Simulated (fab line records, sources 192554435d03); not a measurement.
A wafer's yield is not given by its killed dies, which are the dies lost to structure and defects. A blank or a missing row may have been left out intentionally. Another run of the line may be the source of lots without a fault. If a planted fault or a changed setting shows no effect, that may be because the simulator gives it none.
fab line records    flow n5-finfet    part 1 of 2: steps 1 to 4 of 6
[record] lots = 23  wafers = 69  last-day = 18
route steps=1938 shown BEOL_M0@716 BEOL_M1@775
lots that met no fault: from a run of the same line without faults
start-h: hours from the record's opening day to when the first of the lot's shown wafers began    wait-h: hours from the lot's prior step to this one    " unchanged from the row above    L1.1+2: a row that stands for several wafers    - no value, or no start was given    * or withheld: withheld    < > ~ a bound
route shown NAME@n: a module of which the file shows steps, and the number in the route of the first    usual: the fault-free wafers' mean and standard deviation    same: alike in all rows    chamber/n: place in a boat    sites: the reading at each site    _std_site: their standard deviation    _edge_site: the outer-site mean with the inner-site mean subtracted    radius-mm: how far each site lies from the wafer's centre    mask NAME#n: copy n    behind: tool/chamber where the wafer was last shaped    hold: why the lot was held/for how many hours/how that ended    device: whichever transistor did not switch (one of n, p or np)    end of line: the route-end tests of the same wafers    for a step that has no rows: nothing shown but its recipe    killed: at the first sort, the dies lost to defects and structure; wafer yield is something else    map: dies across one wafer; x = killed, . = not, _ = none there
set.NAME: the setting that was run; set.NAME@STEP: the one run at that earlier step    model.NAME: the simulator's own value behind a step, which no gauge read
steps of the route over a sample of lots; a table a step, a row a wafer
services: from which hour (start-h, from the record's first day; less than 0 if before it) a tool's chamber was out of use, for how many hours, and why
[[steps]]
[step N5_BEOL_M0_HM_OPEN_105]
[recipe] chemistry = Cl2/BCl3  target-depth-a = 120  target = TiN  ion-energy-ev = 150  pressure-mtorr = 10  icp-w = 1000  bias-w = 126  Cl2_flow_sccm = 53.25  bcl3-flow-sccm = 21.75  Ar_flow_sccm = 25
[usual] drypump-motor-current-A = 5.8/0.33  oes-product-au = 0.77/0.15  throttle-valve-pct = 21.87/0.18
lot.wafer  tool          chamber  start-h  wait-h  drypump-motor-current-A  oes-product-au  rf-hours-counter-h  throttle-valve-pct
L074.1     rie-metal-02  1        116.20   1.6     6.3                      0.60            145                 21.93
L074.2     "             0        "        "       5.2                      0.56            138                 21.91
L074.3     "             1        "        "       6.3                      0.60            -                   21.94
L075.1     rie-metal-03  1        119.71   1.4     5.7                      0.61            133                 22.03
L075.3     "             0        "        "       5.6                      0.67            -                   22.10
L075.4     "             1        "        "       5.7                      0.61            -                   22.05
L076.1     rie-metal-01  1        127.85   0.6     5.7                      0.91            9                   21.86
L076.4     "             0        "        "       6.0                      0.61            -                   21.60
L076.6     "             1        "        "       5.8                      0.90            -                   21.85
L077.2     rie-metal-03  0        134.60   0.6     5.6                      0.66            81                  22.12
L077.4     "             0        "        "       5.6                      0.67            -                   22.11
L077.6     "             1        "        "       5.8                      0.60            -                   22.07
L078.1     rie-metal-01  0        138.28   0.4     6.0                      0.60            122                 21.61
L078.3     "             0        "        "       6.0                      0.61            -                   21.60
L078.4     "             1        "        "       5.8                      0.90            -                   21.86
L079.2     rie-metal-03  0        145.87   0.1     5.6                      0.66            82                  22.11
L079.3     "             0        "        "       5.6                      0.67            -                   22.09
L079.6     "             1        "        "       5.8                      0.60            -                   22.04
L080.1     rie-metal-02  1        148.41   1.3     6.3                      1.00            1                   21.76
L080.3     "             1        "        "       6.3                      1.00            -                   21.77
L080.6     "             1        "        "       6.3                      1.00            -                   21.77
L081.4     rie-metal-01  0        155.42   1.9     6.1                      0.60            -                   21.63
L081.5     "             0        "        "       6.1                      0.60            -                   21.64
L081.6     "             1        "        "       5.7                      0.89            -                   21.86
L082.1     rie-metal-03  0        166.02   2.9     5.6                      0.66            83                  22.10
L082.5     "             0        "        "       5.6                      0.66            -                   22.10
L082.6     "             1        "        "       5.8                      0.60            -                   22.07
L083.2     rie-metal-01  1        171.32   2.7     5.8                      0.88            14                  21.87
L083.4     "             0        "        "       6.1                      0.59            -                   21.62
L083.6     "             0        "        "       6.0                      0.59            -                   21.63
L084.1     rie-metal-03  1        171.46   1.4     5.8                      0.60            137                 22.05
L084.3     "             0        "        "       5.6                      0.66            -                   22.09
L084.4     "             1        "        "       5.7                      0.60            -                   22.06
L085.1     rie-metal-02  0        179.67   0.8     5.2                      0.91            3                   21.73
L085.3     "             1        "        "       6.3                      0.94            -                   21.77
L085.5     "             0        "        "       5.2                      0.89            -                   21.75
L086.1     rie-metal-03  0        191.82   4.0     5.6                      0.66            85                  22.11
L086.3     "             0        "        "       5.6                      0.66            -                   22.11
L086.5     "             0        "        "       5.6                      0.66            -                   22.12
L087.2     rie-metal-02  1        198.73   3.6     6.3                      0.93            7                   21.77
L087.5     "             1        "        "       6.3                      0.93            -                   21.78
L087.6     "             0        "        "       5.2                      0.88            -                   21.77
L088.1     rie-metal-03  0        199.08   2.2     5.6                      0.66            86                  22.12
L088.3     "             0        "        "       5.6                      0.66            -                   22.11
L088.5     "             0        "        "       5.6                      0.66            -                   22.10
L089.1     rie-metal-01  0        202.43   0.2     6.1                      0.59            128                 21.62
L089.2     "             1        "        "       5.7                      0.87            17                  21.87
L089.6     "             1        "        "       5.8                      0.87            -                   21.87
L090.1     rie-metal-02  1        207.06   0.2     6.3                      0.92            8                   21.77
L090.5     "             1        "        "       6.3                      0.93            -                   21.77
L090.6     "             0        "        "       5.2                      0.87            -                   21.77
L092.1     rie-metal-02  1        225.01   1.2     6.3                      0.91            10                  21.80
L092.3     "             1        "        "       6.3                      0.90            -                   21.78
L092.4     "             0        "        "       5.2                      0.88            -                   21.74
L093.2     rie-metal-01  0        239.15   3.4     6.1                      1.00            0                   21.46
L093.4     "             0        "        "       6.0                      1.00            -                   21.46
L093.5     "             0        "        "       6.1                      1.01            -                   21.45
L094.2     rie-metal-03  0        239.23   0.5     5.6                      0.65            89                  22.13
L094.4     "             1        "        "       5.8                      0.99            -                   21.81
L094.6     "             0        "        "       5.6                      0.65            -                   22.13
L095.3     rie-metal-01  1        247.56   1.3     5.8                      0.84            -                   21.88
L095.4     "             0        "        "       6.1                      0.99            -                   21.45
L095.6     "             1        "        "       5.7                      0.85            -                   21.89
L096.1     rie-metal-03  1        248.20   0.5     5.8                      0.97            4                   21.82
L096.5     "             0        "        "       5.6                      0.65            -                   22.12
L096.6     "             1        "        "       5.8                      0.98            -                   21.81
L097.4     rie-metal-02  0        255.74   1.6     5.2                      0.85            -                   21.77
L097.5     "             0        "        "       5.2                      0.85            -                   21.77
L097.6     "             1        "        "       6.3                      0.88            -                   21.82
[step N5_BEOL_M0_STRIP_140]
[recipe] chemistry = CF4  resist = SiARC  power-w = 300  bias-power-w = 75  pressure-mtorr = 50  cf4-flow-sccm = 150  rf-frequency-hz = 6e+07
[usual] drypump-motor-current-A = 5.7/0.42  oes-product-au = 0.78/0.085  power-w = 300.0/0.83  rf-vpp-V = 271.3/1.9  showerhead-plenum-p-Torr = 1.80/0.078  throttle-valve-pct = 13.61/0.25
lot.wafer  tool         chamber  start-h  wait-h  drypump-motor-current-A  oes-product-au  power-w  rf-hours-counter-h  rf-vpp-V  showerhead-plenum-p-Torr  throttle-valve-pct
L074.1     rie-diel-02  3        116.43   0.2     6.4                      0.84            300.0    63                  271.7     1.79                      13.26
L074.2     "            0        "        "       5.1                      0.72            300.3    197                 268.0     1.71                      13.79
L074.3     "            1        "        "       5.9                      0.68            299.5    232                 269.7     1.71                      13.87
L075.1     rie-diel-01  2        119.90   0.1     5.1                      0.89            299.7    25                  266.3     1.74                      13.14
L075.3     "            3        "        "       5.8                      0.70            300.2    182                 271.5     1.86                      13.93
L075.4     "            1        "        "       6.1                      0.76            299.7    164                 273.6     1.76                      13.47
L076.1     rie-diel-03  3        128.08   0.2     6.0                      0.86            299.6    49                  271.4     1.84                      13.41
L076.4     "            2        "        "       5.6                      0.77            300.0    115                 270.5     1.82                      13.70
L076.6     "            3        "        "       6.0                      0.85            300.2    -                   272.7     1.84                      13.41
L077.2     rie-diel-01  2        134.79   0.1     5.1                      0.89            300.2    31                  271.6     1.74                      13.17
L077.4     "            0        "        "       5.8                      0.73            299.4    174                 270.2     1.89                      13.88
L077.6     "            2        "        "       5.1                      0.88            299.4    -                   268.2     1.74                      13.15
L078.1     rie-diel-01  3        138.45   0.1     5.8                      0.70            299.4    189                 273.3     1.85                      13.95
L078.3     "            1        "        "       6.1                      0.75            300.6    171                 271.2     1.76                      13.48
L078.4     "            0        "        "       5.8                      0.72            299.8    175                 274.1     1.89                      13.86
L079.2     rie-diel-02  1        146.12   0.2     5.9                      0.69            299.7    243                 271.1     1.71                      13.87
L079.3     "            2        "        "       5.3                      0.90            300.5    11                  272.4     1.93                      13.53
L079.6     "            0        "        "       5.1                      0.71            300.9    -                   270.9     1.71                      13.83
L080.1     rie-diel-02  1        148.85   0.4     5.9                      0.68            300.2    244                 269.0     1.71                      13.90
L080.3     "            0        "        "       5.1                      0.70            299.0    209                 268.6     1.71                      13.82
L080.6     "            2        "        "       5.3                      0.90            299.1    -                   273.5     1.93                      13.51
L081.4     rie-diel-03  2        155.54   0.1     5.6                      0.77            299.8    124                 272.2     1.82                      13.72
L081.5     "            2        "        "       5.6                      0.76            300.3    -                   271.0     1.82                      13.72
L081.6     "            1        "        "       6.1                      0.69            299.8    -                   270.6     1.77                      13.53
L082.1     rie-diel-03  1        166.22   0.2     6.1                      0.69            299.9    247                 270.9     1.76                      13.54
L082.5     "            1        "        "       6.2                      0.70            300.2    -                   270.8     1.76                      13.55
L082.6     "            2        "        "       5.6                      0.76            300.7    -                   270.5     1.82                      13.73
L083.2     rie-diel-03  1        171.54   0.2     6.2                      0.70            299.4    249                 270.2     1.76                      13.55
L083.4     "            3        "        "       6.0                      0.83            300.9    65                  270.3     1.83                      13.43
L083.6     "            1        "        "       6.2                      0.69            298.7    -                   269.3     1.76                      13.54
L084.1     rie-diel-01  1        171.68   0.2     6.1                      0.74            299.3    184                 271.6     1.76                      13.51
L084.3     "            2        "        "       5.1                      0.86            299.2    45                  271.7     1.73                      13.16
L084.4     "            0        "        "       5.8                      0.72            299.8    179                 272.8     1.89                      13.90
L085.1     rie-diel-03  2        179.85   0.1     5.6                      0.75            300.5    132                 270.5     1.82                      13.74
L085.3     "            0        "        "       5.4                      0.68            300.6    239                 269.5     1.69                      13.78
L085.5     "            0        "        "       5.4                      0.68            299.4    -                   271.2     1.69                      13.78
L086.1     rie-diel-01  1        192.14   0.3     6.1                      0.73            299.5    190                 272.6     1.76                      13.53
L086.3     "            3        "        "       5.8                      0.68            300.7    209                 272.7     1.85                      14.02
L086.5     "            2        "        "       5.1                      0.86            299.3    -                   270.0     1.73                      13.20
L087.2     rie-diel-02  0        198.90   0.1     5.1                      0.69            299.8    228                 269.2     1.70                      13.87
L087.5     "            3        "        "       6.4                      0.81            301.6    -                   271.5     1.78                      13.29
L087.6     "            2        "        "       5.3                      0.86            299.9    -                   273.2     1.92                      13.57
L088.1     rie-diel-02  3        199.40   0.3     6.4                      0.81            301.3    89                  271.3     1.78                      13.32
L088.3     "            1        "        "       5.9                      0.97            301.1    1                   272.9     1.92                      13.34
L088.5     "            3        "        "       6.4                      0.80            300.9    -                   270.6     1.78                      13.30
L089.1     rie-diel-02  1        202.61   0.1     5.9                      0.95            301.3    2                   275.1     1.92                      13.30
L089.2     "            3        "        "       6.4                      0.80            299.6    90                  272.3     1.78                      13.30
L089.6     "            3        "        "       6.4                      0.81            300.1    -                   271.0     1.78                      13.29
L090.1     rie-diel-02  3        207.25   0.1     6.4                      0.80            299.2    91                  273.7     1.78                      13.32
L090.5     "            1        "        "       5.9                      0.95            301.0    -                   272.4     1.91                      13.32
L090.6     "            0        "        "       5.1                      0.69            301.3    -                   269.2     1.70                      13.85
L092.1     rie-diel-03  3        225.18   0.1     6.0                      0.81            297.8    88                  271.9     1.82                      13.51
L092.3     "            3        "        "       6.0                      0.80            299.2    -                   272.0     1.82                      13.53
L092.4     "            2        "        "       5.6                      0.74            300.4    -                   270.7     1.81                      13.75
L093.2     rie-diel-03  2        239.32   0.1     5.7                      0.73            300.9    158                 272.3     1.81                      13.79
L093.4     "            0        "        "       5.4                      0.94            300.2    -                   272.7     1.89                      13.25
L093.5     "            2        "        "       5.6                      0.74            301.4    -                   271.1     1.81                      13.78
L094.2     rie-diel-02  0        239.52   0.2     5.1                      0.69            300.7    242                 269.5     1.70                      13.91
L094.4     "            1        "        "       5.9                      0.91            299.3    15                  273.9     1.91                      13.35
L094.6     "            2        "        "       5.3                      0.84            300.8    -                   273.5     1.92                      13.61
L095.3     rie-diel-01  0        247.85   0.2     5.8                      0.69            299.1    203                 272.8     1.88                      13.96
L095.4     "            2        "        "       5.1                      0.83            300.3    70                  270.0     1.73                      13.26
L095.6     "            0        "        "       5.8                      0.70            299.9    -                   272.7     1.88                      13.95
L096.1     rie-diel-02  1        248.43   0.2     5.9                      0.90            301.3    18                  273.4     1.91                      13.36
L096.5     "            1        "        "       5.9                      0.91            299.4    -                   272.1     1.91                      13.37
L096.6     "            0        "        "       5.0                      0.68            299.9    -                   267.9     1.70                      13.90
L097.4     rie-diel-02  0        256.02   0.2     5.0                      0.69            299.9    249                 268.9     1.70                      13.91
L097.5     "            1        "        "       5.9                      0.91            299.5    -                   272.0     1.91                      13.37
L097.6     "            0        "        "       5.1                      0.69            299.7    -                   267.6     1.70                      13.91
[step N5_BEOL_M0_ANNEAL_119]
[recipe] temp-c = 225  time-s = 90  ambient = N2
[usual] wafer_temp_C_max = 226.1/0.44
lot.wafer  tool           chamber  start-h  wait-h  wafer_temp_C_max
L074.1     rtp-anneal-02  0        120.76   0.2     226.3
L074.2     "              0        "        "       226.4
L074.3     "              0        "        "       226.1
L075.1     rtp-anneal-01  0        125.46   0.1     225.4
L075.3     "              0        "        "       225.4
L075.4     "              0        "        "       225.3
L076.1     rtp-anneal-01  0        131.19   0.1     225.8
L076.4     "              0        "        "       225.8
L076.6     "              0        "        "       226.1
L077.2     rtp-anneal-01  0        138.84   0.1     225.9
L077.4     "              0        "        "       225.7
L077.6     "              0        "        "       226.1
L078.1     rtp-anneal-01  0        141.92   0.4     225.3
L078.3     "              0        "        "       225.7
L078.4     "              0        "        "       225.7
L079.2     rtp-anneal-02  0        150.02   0.1     226.1
L079.3     "              0        "        "       226.6
L079.6     "              0        "        "       226.4
L080.1     rtp-anneal-02  0        150.91   0.1     226.5
L080.3     "              0        "        "       226.6
L080.6     "              0        "        "       226.8
L081.4     rtp-anneal-01  0        158.68   0.5     225.8
L081.5     "              0        "        "       226.1
L081.6     "              0        "        "       225.9
L082.1     rtp-anneal-01  0        169.27   0.1     225.8
L082.5     "              0        "        "       225.7
L082.6     "              0        "        "       225.8
L083.2     rtp-anneal-02  0        174.21   0.1     226.6
L083.4     "              0        "        "       226.8
L083.6     "              0        "        "       226.9
L084.1     rtp-anneal-02  0        174.61   0.1     226.1
L084.3     "              0        "        "       226.3
L084.4     "              0        "        "       226.2
L085.1     rtp-anneal-01  0        183.90   0.1     225.4
L085.3     "              0        "        "       225.7
L085.5     "              0        "        "       225.5
L086.1     rtp-anneal-01  0        194.73   0.1     225.4
L086.3     "              0        "        "       225.6
L086.5     "              0        "        "       225.9
L087.2     rtp-anneal-02  0        201.66   0.8     226.6
L087.5     "              0        "        "       226.5
L087.6     "              0        "        "       226.3
L088.1     rtp-anneal-02  0        202.15   0.7     226.5
L088.3     "              0        "        "       226.3
L088.5     "              0        "        "       226.9
L089.1     rtp-anneal-01  0        206.70   0.1     225.8
L089.2     "              0        "        "       225.7
L089.6     "              0        "        "       226.0
L090.1     rtp-anneal-01  0        211.70   0.4     226.0
L090.5     "              0        "        "       225.9
L090.6     "              0        "        "       225.9
L092.1     rtp-anneal-02  0        230.57   3.2     226.4
L092.3     "              0        "        "       226.1
L092.4     "              0        "        "       226.3
L093.2     rtp-anneal-01  0        242.12   0.4     225.7
L093.4     "              0        "        "       225.9
L093.5     "              0        "        "       225.8
L094.2     rtp-anneal-01  0        242.39   0.6     225.6
L094.4     "              0        "        "       225.5
L094.6     "              0        "        "       225.9
L095.3     rtp-anneal-02  0        250.68   0.2     226.5
L095.4     "              0        "        "       226.9
L095.6     "              0        "        "       226.1
L096.1     rtp-anneal-02  0        251.04   0.2     226.8
L096.5     "              0        "        "       226.4
L096.6     "              0        "        "       226.4
L097.4     rtp-anneal-01  0        259.33   1.0     225.7
L097.5     "              0        "        "       226.1
L097.6     "              0        "        "       225.6
[step N5_BEOL_M0_INSPECT_127]
[recipe] inspect-instrument = darkfield  mode = post-dep
[usual] raw-defect-count = 72/21
lot.wafer  tool               chamber  start-h  wait-h  raw-defect-count
L074.1     defect-inspect-02  -        121.71   0.0     77
L074.2     "                  -        "        "       53
L074.3     "                  -        "        "       61
L075.1     defect-inspect-01  -        126.39   0.0     84
L075.3     "                  -        "        "       62
L075.4     "                  -        "        "       46
L076.1     defect-inspect-01  -        132.09   0.0     91
L076.4     "                  -        "        "       108
L076.6     "                  -        "        "       79
L077.2     defect-inspect-01  -        139.69   0.0     116
L077.4     "                  -        "        "       42
L077.6     "                  -        "        "       90
L078.1     defect-inspect-02  -        142.85   0.0     76
L078.3     "                  -        "        "       96
L078.4     "                  -        "        "       84
L079.2     defect-inspect-01  -        150.85   0.0     87
L079.3     "                  -        "        "       70
L079.6     "                  -        "        "       61
L080.1     defect-inspect-01  -        151.79   0.0     75
L080.3     "                  -        "        "       60
L080.6     "                  -        "        "       77
L081.4     defect-inspect-02  -        159.43   0.0     65
L081.5     "                  -        "        "       41
L081.6     "                  -        "        "       76
L082.1     defect-inspect-01  -        170.15   0.0     55
L082.5     "                  -        "        "       65
L082.6     "                  -        "        "       49
L083.2     defect-inspect-02  -        175.04   0.0     89
L083.4     "                  -        "        "       92
L083.6     "                  -        "        "       55
L084.1     defect-inspect-01  -        175.48   0.0     112
L084.3     "                  -        "        "       100
L084.4     "                  -        "        "       143
L085.1     defect-inspect-02  -        184.78   0.0     51
L085.3     "                  -        "        "       77
L085.5     "                  -        "        "       67
L086.1     defect-inspect-01  -        195.74   0.0     82
L086.3     "                  -        "        "       71
L086.5     "                  -        "        "       54
L087.2     defect-inspect-02  -        202.49   0.0     79
L087.5     "                  -        "        "       86
L087.6     "                  -        "        "       76
L088.1     defect-inspect-01  -        203.04   0.0     105
L088.3     "                  -        "        "       76
L088.5     "                  -        "        "       92
L089.1     defect-inspect-02  -        207.66   0.0     56
L089.2     "                  -        "        "       58
L089.6     "                  -        "        "       75
L090.1     defect-inspect-01  -        212.58   0.0     61
L090.5     "                  -        "        "       81
L090.6     "                  -        "        "       91
L092.1     defect-inspect-02  -        231.72   0.0     72
L092.3     "                  -        "        "       54
L092.4     "                  -        "        "       37
L093.2     defect-inspect-02  -        242.96   0.0     46
L093.4     "                  -        "        "       63
L093.5     "                  -        "        "       44
L094.2     defect-inspect-02  -        243.23   0.0     61
L094.4     "                  -        "        "       123
L094.6     "                  -        "        "       95
L095.3     defect-inspect-01  -        251.47   0.0     79
L095.4     "                  -        "        "       96
L095.6     "                  -        "        "       81
L096.1     defect-inspect-01  -        251.93   0.0     96
L096.5     "                  -        "        "       62
L096.6     "                  -        "        "       51
L097.4     defect-inspect-02  -        260.09   0.0     58
L097.5     "                  -        "        "       53
L097.6     "                  -        "        "       54
